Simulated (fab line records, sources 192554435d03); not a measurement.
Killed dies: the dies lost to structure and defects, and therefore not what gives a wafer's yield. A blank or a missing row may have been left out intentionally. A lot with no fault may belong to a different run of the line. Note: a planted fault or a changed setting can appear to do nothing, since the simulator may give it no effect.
fab line records	flow n5Finfet	part 1 of 2: steps 1 to 20 of 27
record lots=5	wafers=15	lastDay=18
route steps=1938 shown BEOL_M15@1826 PASS1_DEP@1831 MIM_BOT@1832 MIM_TOP@1834 MIM_TOP_LITHO@1839 MIM_TOP_ETCH@1851
lots untouched by any fault: they come from a run of this same line in which no faults occurred
startH: the number of hours between the record's first day and the start of the first shown wafer of the lot	waitH: hours since the lot's step before	" same as the row above	L1.1+2: several wafers, shown together as one row	- no value present, or no start provided	* or withheld: withheld	< > ~ a bound
route shown NAME@n: names a module that has steps shown in the file, with the first one's number in the route	usual: mean and standard deviation over wafers with no fault	same: alike in all rows	chamber/n: place in a boat	sites: the reading at each site	_std_site: their standard deviation	_edge_site: inner sites' mean taken away from outer sites' mean	radiusMm: how far each site lies from the wafer's centre	mask NAME#n: copy n	behind: the tool/chamber that last shaped the wafer	hold: what put the lot on hold/how long, in hours/how the hold closed	device: which transistor (n, p or np) failed to switch	end of line: tests run on the same wafers once the route is complete	where a step has no rows: the recipe by itself	killed: dies that structure and defects cost at the first sort, which is not the same as the wafer's yield	map: dies across one wafer; x = killed, . = not, _ = none there
set.NAME: the setting that was run; set.NAME@STEP: the one run at that earlier step	model.NAME: the simulator's own value behind a step, which no gauge read
lots at some steps of the route; a table a step, a row a wafer
services: when a tool's chamber went out of use (startH, in hours from the record's first day, below 0 if earlier), for how many hours, and the reason
## steps
# step N5_BEOL_M15_PRE_CLEAN_52
# recipe gas=NH3	timeS=15	tempC=withheld	rfPowerW=300
# usual rfFwdPowerW=295.3/1.4
lot.wafer	tool	chamber	startH	waitH	rfFwdPowerW
L079.3	pecvd-02	2	295.09	0.0	295.6
L079.5	"	2	"	"	295.8
L079.6	"	0	"	"	295.6
L085.1	pecvd-02	1	344.22	0.0	297.2
L085.3	"	2	"	"	296.4
L085.6	"	0	"	"	293.5
L091.4	pecvd-02	2	376.47	0.0	297.1
L091.5	"	1	"	"	294.4
L091.6	"	0	"	"	292.6
L094.2	pecvd-03	2	388.10	0.0	291.8
L094.3	"	0	"	"	296.5
L094.5	"	0	"	"	297.9
L093.1	pecvd-02	1	406.45	0.0	296.7
L093.3	"	2	"	"	296.3
L093.4	"	0	"	"	292.9
# step N5_BEOL_M15_DEP_53
# recipe material=SiCN	targetThkA=500	tempC=withheld	precursor=3MS/NH3	pressureTorr=3	rfW=675	timeS=17.8
# usual rfFwdPowerW=667.0/2.9	showerheadPlenumPTorr=4.163/0.024	throttleValvePct=17.8/0.63
lot.wafer	tool	chamber	startH	waitH	rfFwdPowerW	showerheadPlenumPTorr	throttleValvePct
L079.3	pecvd-02	2	295.11	0.0	666.1	4.126	18.0
L079.5	"	2	"	"	668.6	4.134	17.9
L079.6	"	0	"	"	660.8	4.146	17.3
L085.1	pecvd-02	1	344.25	0.0	670.7	4.177	18.3
L085.3	"	2	"	"	665.2	4.138	18.2
L085.6	"	0	"	"	664.6	4.148	16.9
L091.4	pecvd-02	2	376.50	0.0	667.7	4.130	18.1
L091.5	"	1	"	"	668.6	4.174	18.1
L091.6	"	0	"	"	664.9	4.151	17.3
L094.2	pecvd-03	2	388.13	0.0	665.9	4.124	17.8
L094.3	"	0	"	"	667.6	4.196	18.0
L094.5	"	0	"	"	669.3	4.211	18.1
L093.1	pecvd-02	1	406.47	0.0	667.6	4.177	18.2
L093.3	"	2	"	"	668.4	4.129	18.0
L093.4	"	0	"	"	667.0	4.139	17.0
# step N5_BEOL_M15_RS_MEAS_54
# recipe thkMeasGauge=four-point-probe	reads=Cu_of_BEOL_M15_ECD_47+Ta_of_BEOL_M15_SPUTTER_44+TaN_of_BEOL_M15_SPUTTER_43
# usual M15_RS=0.0219/0.00036
lot.wafer	tool	chamber	startH	waitH	M15_RS[ohm/sq]
L079.3	filmMetro-01	-	295.18	0.1	0.0221
L079.5	"	-	"	"	0.0219
L079.6	"	-	"	"	0.0217
L085.1	filmMetro-01	-	344.31	0.0	0.0218
L085.3	"	-	"	"	0.0221
L085.6	"	-	"	"	0.0218
L091.4	filmMetro-02	-	376.56	0.0	0.0216
L091.5	"	-	"	"	0.0215
L091.6	"	-	"	"	0.0219
L094.2	filmMetro-02	-	388.19	0.1	0.0225
L094.3	"	-	"	"	0.0212
L094.5	"	-	"	"	0.0224
L093.1	filmMetro-01	-	406.54	0.0	0.0215
L093.3	"	-	"	"	0.0212
L093.4	"	-	"	"	0.0220
# step N5_BEOL_M15_INSPECT_55
# recipe inspectInstrument=darkfield	mode=postDep
# usual rawDefectCount=68/23
lot.wafer	tool	chamber	startH	waitH	rawDefectCount
L079.3	defectInspect-02	-	295.21	0.0	89
L079.5	"	-	"	"	150
L079.6	"	-	"	"	86
L085.1	defectInspect-01	-	344.34	0.0	69
L085.3	"	-	"	"	73
L085.6	"	-	"	"	51
L091.4	defectInspect-01	-	376.58	0.0	89
L091.5	"	-	"	"	80
L091.6	"	-	"	"	98
L094.2	defectInspect-01	-	388.22	0.0	64
L094.3	"	-	"	"	100
L094.5	"	-	"	"	80
L093.1	defectInspect-01	-	406.56	0.0	61
L093.3	"	-	"	"	55
L093.4	"	-	"	"	39
# step N5_BEOL_M15_RC_MEAS_101
# usual COMB_M10=1.42e-11/2.9e-12	COMB_M10_max_site=2.1e-11/4.9e-12	COMB_M11=1.43e-11/2.7e-12	COMB_M11_max_site=2.1e-11/4.7e-12	COMB_M12=6e-12/1.4e-12	COMB_M12_max_site=8.7e-12/2.2e-12	COMB_M13=4.6e-12/1e-12	COMB_M14=3.6e-12/8.1e-13	COMB_M15=2.4e-12/7e-13	COMB_M5=3.6e-11/8e-12	COMB_M6=2.6e-11/5.9e-12	COMB_M7=2.5e-11/5e-12	COMB_M8=2.5e-11/5.2e-12	COMB_M9=1.5e-11/3.3e-12	SERP_M10=3.08/0.091	SERP_M11=3.11/0.09	SERP_M11_max_site=3.20/0.1	SERP_M12=0.642/0.021	SERP_M13=0.310/0.0055	SERP_M14=0.161/0.0053	SERP_M5=40.2/1.8	SERP_M6=14.0/0.64	SERP_M7=14.4/0.56	SERP_M8=13.8/0.56	SERP_M9=3.16/0.088
lot.wafer	tool	chamber	startH	waitH	COMB_M10[S/m]	COMB_M10_max_site[S/m]	COMB_M11[S/m]	COMB_M11_max_site[S/m]	COMB_M12[S/m]	COMB_M12_max_site[S/m]	COMB_M13[S/m]	COMB_M14[S/m]	COMB_M15[S/m]	COMB_M5[S/m]	COMB_M6[S/m]	COMB_M7[S/m]	COMB_M8[S/m]	COMB_M9[S/m]	SERP_M10[ohm/um]	SERP_M11[ohm/um]	SERP_M11_max_site[ohm/um]	SERP_M12[ohm/um]	SERP_M13[ohm/um]	SERP_M14[ohm/um]	SERP_M5[ohm/um]	SERP_M6[ohm/um]	SERP_M7[ohm/um]	SERP_M8[ohm/um]	SERP_M9[ohm/um]
L079.3	prober-01	0	295.54	0.3	1.5e-11	1.7e-11	1.17e-11	1.8e-11	4.6e-12	8.2e-12	3.1e-12	3.4e-12	2.9e-12	3.3e-11	1.7e-11	2.3e-11	2e-11	1.4e-11	3.14	2.96	3.05	0.627	0.308	0.157	41.8	15.1	15.4	13.0	3.01
L079.5	"	0	"	"	1.46e-11	1.9e-11	1.16e-11	2.6e-11	4.6e-12	8.9e-12	4e-12	3.1e-12	1.8e-12	3.1e-11	2e-11	2.9e-11	3.2e-11	1.3e-11	3.14	3.06	3.10	0.673	0.302	0.168	40.3	14.5	14.6	13.5	3.16
L079.6	"	0	"	"	1.31e-11	1.9e-11	1e-11	1.6e-11	3.3e-12	5.1e-12	5.1e-12	2.3e-12	2.9e-12	3.2e-11	2.1e-11	2.2e-11	2.3e-11	1.7e-11	3.05	3.03	3.10	0.633	0.312	0.156	41.1	14.3	14.9	13.5	2.98
L085.1	prober-01	0	344.36	0.0	2.16e-11	2.9e-11	1.21e-11	1.4e-11	4.9e-12	8.8e-12	5.1e-12	3.5e-12	2e-12	3.7e-11	3.6e-11	2.2e-11	1.8e-11	1.2e-11	3.11	3.06	3.14	0.642	0.307	0.166	39.1	14.3	14.0	14.2	3.24
L085.3	"	0	"	"	1.4e-11	2.4e-11	1.28e-11	1.8e-11	7.7e-12	8.9e-12	5.1e-12	3.4e-12	3e-12	2.5e-11	2.8e-11	2.2e-11	1.9e-11	1.5e-11	3.16	3.17	3.32	0.650	0.316	0.164	38.1	15.2	13.7	13.4	3.17
L085.6	"	0	"	"	2.32e-11	2.8e-11	1.16e-11	2.2e-11	8.7e-12	9.6e-12	4.7e-12	3.7e-12	2.7e-12	3.5e-11	3.3e-11	2e-11	1.6e-11	1.5e-11	3.05	3.18	3.28	0.654	0.314	0.170	41.7	14.1	14.7	14.3	3.05
L091.4	prober-02	0	377.07	0.5	1.58e-11	2.3e-11	1.52e-11	1.8e-11	5e-12	6.8e-12	4.3e-12	2.5e-12	1.8e-12	3.5e-11	2.2e-11	3.3e-11	2.3e-11	1.3e-11	3.04	3.05	3.23	0.624	0.312	0.166	40.6	13.6	14.9	13.1	3.23
L091.5	"	0	"	"	1.39e-11	1.6e-11	1.33e-11	2.3e-11	3.7e-12	5e-12	4e-12	2.9e-12	2.1e-12	3.5e-11	2.1e-11	3.6e-11	2.4e-11	1.3e-11	2.91	3.05	3.10	0.627	0.316	0.164	43.4	13.8	13.7	14.0	3.24
L091.6	"	0	"	"	1.61e-11	2e-11	1.12e-11	1.8e-11	4.4e-12	5.3e-12	4.1e-12	3.4e-12	1.7e-12	5e-11	2.1e-11	2.6e-11	2.5e-11	1.2e-11	3.01	3.12	3.30	0.657	0.319	0.147	43.4	14.3	14.4	13.6	3.33
L094.2	prober-01	0	388.40	0.2	1.3e-11	1.6e-11	1.22e-11	1.7e-11	7.5e-12	1.3e-11	4.8e-12	4.3e-12	3.4e-12	2.9e-11	2.9e-11	3.1e-11	2.7e-11	1.8e-11	2.94	3.21	3.25	0.644	0.311	0.159	39.0	13.6	13.9	14.1	3.19
L094.3	"	0	"	"	1.28e-11	2.1e-11	2.06e-11	2.7e-11	6.1e-12	7.2e-12	4.6e-12	4.7e-12	4.1e-12	4e-11	3.2e-11	2.5e-11	2.4e-11	1.8e-11	3.14	3.25	3.29	0.626	0.311	0.151	38.2	13.4	14.7	13.6	3.28
L094.5	"	0	"	"	1.25e-11	1.7e-11	1.44e-11	1.8e-11	8.8e-12	1.15e-11	4.5e-12	4.5e-12	3.4e-12	3.9e-11	2.3e-11	2.2e-11	2.3e-11	2.2e-11	3.25	3.37	3.41	0.620	0.311	0.160	42.1	13.6	14.8	14.0	3.30
L093.1	prober-02	0	406.59	0.0	1.5e-11	1.7e-11	1.56e-11	2.9e-11	6.2e-12	7.2e-12	4.2e-12	5.3e-12	1.9e-12	3e-11	3.7e-11	2.1e-11	2.1e-11	1.8e-11	3.21	3.00	3.10	0.674	0.306	0.160	40.3	14.6	14.6	13.8	3.29
L093.3	"	0	"	"	1.8e-11	2.3e-11	1.31e-11	2.6e-11	6e-12	8.7e-12	3.7e-12	3.9e-12	2.5e-12	3.8e-11	2e-11	1.9e-11	1.9e-11	1.2e-11	2.96	3.10	3.16	0.663	0.307	0.151	38.1	13.5	13.8	14.0	3.29
L093.4	"	0	"	"	1.14e-11	1.8e-11	1.58e-11	2.4e-11	5.9e-12	6.7e-12	4.5e-12	4.2e-12	2.6e-12	4.3e-11	3.1e-11	2.1e-11	2.8e-11	1.5e-11	3.22	3.05	3.08	0.669	0.304	0.168	40.8	15.2	14.1	13.7	3.13
# step N5_PASSIVATION_PECVD_00
# recipe material=SiO2	targetThkA=2000	tempC=400	precursor=SiH4/N2O	pressureTorr=2.7	rfW=608	timeS=11.2
# usual heaterPowerW=637/120	rfFwdPowerW=600.9/2.9	showerheadPlenumPTorr=8.19/0.098	throttleValvePct=50.2/1.9
lot.wafer	tool	chamber	startH	waitH	heaterPowerW	rfFwdPowerW	showerheadPlenumPTorr	throttleValvePct
L079.3	pecvd-01	2	296.19	0.5	772	602.1	8.27	46.9
L079.5	"	1	"	"	537	596.1	8.08	50.3
L079.6	"	2	"	"	602	600.0	8.25	47.1
L085.1	pecvd-01	0	345.33	0.8	752	601.8	8.32	51.8
L085.3	"	2	"	"	750	603.1	8.26	47.1
L085.6	"	0	"	"	580	603.3	8.32	51.7
L091.4	pecvd-01	1	377.59	0.4	584	595.0	8.06	50.2
L091.5	"	2	"	"	666	604.3	8.24	47.4
L091.6	"	0	"	"	742	601.2	8.31	52.5
L094.2	pecvd-02	1	389.21	0.7	815	603.2	8.23	52.3
L094.3	"	2	"	"	716	602.6	8.05	51.7
L094.5	"	0	"	"	565	602.5	8.11	48.1
L093.1	pecvd-02	1	407.55	0.8	920	602.1	8.23	52.2
L093.3	"	2	"	"	626	603.4	8.06	51.8
L093.4	"	1	"	"	927	602.4	8.23	52.2
# step N5_MIM_BOT_DEGAS_01
# recipe ambient=vacuum	tempC=300	timeS=60
# usual heaterPowerW=471/37
lot.wafer	tool	chamber	startH	waitH	heaterPowerW
L079.3	pvdSputter-02	-	298.29	2.1	506
L079.5	"	-	"	"	514
L079.6	"	-	"	"	488
L085.1	pvdSputter-02	-	347.45	2.1	464
L085.3	"	-	"	"	480
L085.6	"	-	"	"	468
L091.4	pvdSputter-02	-	378.93	1.3	492
L091.5	"	-	"	"	493
L091.6	"	-	"	"	454
L094.2	pvdSputter-02	-	389.31	0.1	479
L094.3	"	-	"	"	462
L094.5	"	-	"	"	496
L093.1	pvdSputter-01	-	408.15	0.6	415
L093.3	"	-	"	"	540
L093.4	"	-	"	"	409
# step N5_MIM_BOT_SPUTTER_00
# recipe material=TiN	targetThkA=350	tempC=200	powerW=3000	chamberPressurePa=0.49996	gas=Ar	reactivePartialPa=0.37997	timeS=89.7
# usual throttleValvePct=30.1/1.1
lot.wafer	tool	chamber	startH	waitH	throttleValvePct
L079.3	pvdSputter-02	-	298.33	0.0	30.0
L079.5	"	-	"	"	30.2
L079.6	"	-	"	"	32.1
L085.1	pvdSputter-02	-	347.49	0.0	29.7
L085.3	"	-	"	"	31.9
L085.6	"	-	"	"	29.9
L091.4	pvdSputter-02	-	378.97	0.0	31.7
L091.5	"	-	"	"	30.1
L091.6	"	-	"	"	28.3
L094.2	pvdSputter-02	-	389.35	0.0	31.5
L094.3	"	-	"	"	28.2
L094.5	"	-	"	"	30.0
L093.1	pvdSputter-01	-	408.19	0.0	29.9
L093.3	"	-	"	"	30.2
L093.4	"	-	"	"	30.4
# step N5_MIM_TOP_ALD_00
# recipe material=Al2O3	targetThkA=*	tempC=withheld	aldPrecursorFamily=TMA	aldCoReactant=O3	pulseTimeS=withheld	purgeTimeS=3	coReactantPurgeTimeS=withheld	coReactantPulseTimeS=3	aldCycles=withheld
# usual precursorPulseHeightRel=1.001/0.018
lot.wafer	tool	chamber	startH	waitH	precursorPulseHeightRel
L079.3	aldHk-03	3	298.44	0.1	1.012
L079.5	"	3	"	"	0.972
L079.6	"	2	"	"	0.983
L085.1	aldHk-01	0	347.59	0.1	1.019
L085.3	"	1	"	"	1.030
L085.6	"	0	"	"	0.983
L091.4	aldHk-02	3	379.07	0.1	0.987
L091.5	"	3	"	"	1.001
L091.6	"	2	"	"	1.000
L094.2	aldHk-02	2	389.45	0.1	0.992
L094.3	"	3	"	"	0.989
L094.5	"	3	"	"	0.998
L093.1	aldHk-01	3	408.30	0.1	1.005
L093.3	"	1	"	"	1.027
L093.4	"	2	"	"	0.968
# step N5_MIM_TOP_ALD_01
# recipe material=HfO2	targetThkA=56	tempC=withheld	aldPrecursorFamily=Hf-amide	aldCoReactant=O3	pulseTimeS=1	purgeTimeS=3	coReactantPurgeTimeS=2	coReactantPulseTimeS=3	aldCycles=62
# usual precursorPulseHeightRel=1.001/0.022
# same aldCycles=62	pulseTimeS=1
lot.wafer	tool	chamber	startH	waitH	precursorPulseHeightRel
L079.3	aldHk-03	3	-	-	0.989
L079.5	"	3	"	"	0.991
L079.6	"	2	"	"	1.010
L085.1	aldHk-01	0	-	-	0.982
L085.3	"	1	"	"	1.037
L085.6	"	0	"	"	0.993
L091.4	aldHk-02	3	-	-	0.991
L091.5	"	3	"	"	1.004
L091.6	"	2	"	"	0.991
L094.2	aldHk-02	2	-	-	0.976
L094.3	"	3	"	"	1.009
L094.5	"	3	"	"	1.007
L093.1	aldHk-01	3	-	-	1.012
L093.3	"	1	"	"	0.977
L093.4	"	2	"	"	0.960
# step N5_MIM_TOP_ALD_02
# recipe material=Al2O3	targetThkA=*	tempC=withheld	aldPrecursorFamily=TMA	aldCoReactant=O3	pulseTimeS=withheld	purgeTimeS=3	coReactantPurgeTimeS=withheld	coReactantPulseTimeS=3	aldCycles=withheld
# usual precursorPulseHeightRel=1.000/0.018
lot.wafer	tool	chamber	startH	waitH	precursorPulseHeightRel
L079.3	aldHk-03	3	-	-	0.980
L079.5	"	3	"	"	1.024
L079.6	"	2	"	"	1.001
L085.1	aldHk-01	0	-	-	1.027
L085.3	"	1	"	"	0.989
L085.6	"	0	"	"	1.004
L091.4	aldHk-02	3	-	-	0.994
L091.5	"	3	"	"	0.989
L091.6	"	2	"	"	1.016
L094.2	aldHk-02	2	-	-	1.019
L094.3	"	3	"	"	1.031
L094.5	"	3	"	"	0.985
L093.1	aldHk-01	3	-	-	0.985
L093.3	"	1	"	"	1.009
L093.4	"	2	"	"	1.012
# step N5_MIM_TOP_DEGAS_04
# recipe ambient=vacuum	tempC=300	timeS=60
# usual heaterPowerW=468/42
lot.wafer	tool	chamber	startH	waitH	heaterPowerW
L079.3	pvdSputter-02	-	299.28	-	482
L079.5	"	-	"	"	487
L079.6	"	-	"	"	468
L085.1	pvdSputter-03	-	348.55	-	466
L085.3	"	-	"	"	472
L085.6	"	-	"	"	475
L091.4	pvdSputter-01	-	380.95	-	564
L091.5	"	-	"	"	547
L091.6	"	-	"	"	516
L094.2	pvdSputter-01	-	393.83	-	511
L094.3	"	-	"	"	406
L094.5	"	-	"	"	427
L093.1	pvdSputter-03	-	412.97	-	469
L093.3	"	-	"	"	478
L093.4	"	-	"	"	407
# step N5_MIM_TOP_SPUTTER_03
# recipe material=TiN	targetThkA=350	tempC=200	powerW=3000	chamberPressurePa=0.49996	gas=Ar	reactivePartialPa=0.37997	timeS=89.7
# usual throttleValvePct=30.2/0.95
lot.wafer	tool	chamber	startH	waitH	throttleValvePct
L079.3	pvdSputter-02	-	299.33	0.0	31.7
L079.5	"	-	"	"	32.1
L079.6	"	-	"	"	29.7
L085.1	pvdSputter-03	-	348.59	0.0	30.3
L085.3	"	-	"	"	28.6
L085.6	"	-	"	"	30.0
L091.4	pvdSputter-01	-	380.99	0.0	30.2
L091.5	"	-	"	"	30.1
L091.6	"	-	"	"	31.7
L094.2	pvdSputter-01	-	393.87	0.0	32.0
L094.3	"	-	"	"	29.5
L094.5	"	-	"	"	30.1
L093.1	pvdSputter-03	-	413.01	0.0	28.7
L093.3	"	-	"	"	30.0
L093.4	"	-	"	"	30.3
# step N5_MIM_TOP_LITHO_HMDS_01
# recipe timeS=60	tempC=120
# usual plateTempC=119.99/0.14
lot.wafer	tool	chamber	startH	waitH	plateTempC
L079.3	lithoTrack-01	0	299.44	0.1	120.02
L079.5	"	0	"	"	120.05
L079.6	"	0	"	"	119.94
L085.1	lithoTrack-03	0	348.69	0.1	119.86
L085.3	"	0	"	"	119.73
L085.6	"	0	"	"	119.82
L091.4	lithoTrack-03	0	381.10	0.1	120.14
L091.5	"	0	"	"	120.22
L091.6	"	0	"	"	120.11
L094.2	lithoTrack-01	0	393.98	0.1	120.02
L094.3	"	0	"	"	120.05
L094.5	"	0	"	"	119.90
L093.1	lithoTrack-02	0	413.11	0.1	119.85
L093.3	"	0	"	"	119.91
L093.4	"	0	"	"	119.91
# step N5_MIM_TOP_LITHO_COAT_02
# recipe spinRpm=*	resistThkNm=*
lot.wafer	tool	chamber	startH	waitH
L079.3+5+6	lithoTrack-01	0	-	-
L085.1+3+6	lithoTrack-03	0	-	-
L091.4+5+6	lithoTrack-03	0	-	-
L094.2+3+5	lithoTrack-01	0	-	-
L093.1+3+4	lithoTrack-02	0	-	-
# step N5_MIM_TOP_LITHO_EBR_04
# recipe solvent=PGMEA	ebrWidthMm=1.5
lot.wafer	tool	chamber	startH	waitH
L079.3+5+6	lithoTrack-01	0	-	-
L085.1+3+6	lithoTrack-03	0	-	-
L091.4+5+6	lithoTrack-03	0	-	-
L094.2+3+5	lithoTrack-01	0	-	-
L093.1+3+4	lithoTrack-02	0	-	-
# step N5_MIM_TOP_LITHO_SOFTBAKE_03
# recipe tempC=100	timeS=90
# usual plateTempC=99.99/0.12
lot.wafer	tool	chamber	startH	waitH	plateTempC
L079.3	lithoTrack-01	0	-	-	99.92
L079.5	"	0	"	"	100.08
L079.6	"	0	"	"	100.03
L085.1	lithoTrack-03	0	-	-	99.94
L085.3	"	0	"	"	99.99
L085.6	"	0	"	"	99.94
L091.4	lithoTrack-03	0	-	-	100.18
L091.5	"	0	"	"	100.19
L091.6	"	0	"	"	100.28
L094.2	lithoTrack-01	0	-	-	100.00
L094.3	"	0	"	"	99.83
L094.5	"	0	"	"	99.96
L093.1	lithoTrack-02	0	-	-	99.96
L093.3	"	0	"	"	99.94
L093.4	"	0	"	"	99.75
# step N5_MIM_TOP_LITHO_EXPOSE_05
# recipe maskId=MIM_TOP	na=0.55	sourceShape=conventional	sigmaOuter=0.8	polarization=unpolarized	targetCdNm=2000	doseMj=20.5
lot.wafer	tool	chamber	startH	waitH	mask
L079.3+5+6	krfScanner-02	0	299.56	-	MIM_TOP#0
L085.1+3+6	krfScanner-01	0	348.92	-	MIM_TOP#0
L091.4+5+6	krfScanner-02	0	381.22	-	MIM_TOP#0
L094.2+3+5	krfScanner-02	0	394.22	-	MIM_TOP#0
L093.1+3+4	krfScanner-02	0	413.22	-	MIM_TOP#0
# step N5_MIM_TOP_LITHO_PEB_06
# recipe pebTempC=withheld	pebTimeS=*
lot.wafer	tool	chamber	startH	waitH
L079.3+5+6	lithoTrack-03	0	299.61	0.0
L085.1+3+6	lithoTrack-03	0	348.98	0.1
L091.4+5+6	lithoTrack-01	0	381.26	0.0
L094.2+3+5	lithoTrack-02	0	394.27	0.0
L093.1+3+4	lithoTrack-02	0	413.28	0.1
# step N5_MIM_TOP_LITHO_DEVELOP_07
# recipe developTimeS=60	rinseLiquid=diw	dry=airSpin	devTempC=21
# same developTimeS=60
lot.wafer	tool	chamber	startH	waitH
L079.3+5+6	lithoTrack-03	0	-	-
L085.1+3+6	lithoTrack-03	0	-	-
L091.4+5+6	lithoTrack-01	0	-	-
L094.2+3+5	lithoTrack-02	0	-	-
L093.1+3+4	lithoTrack-02	0	-	-
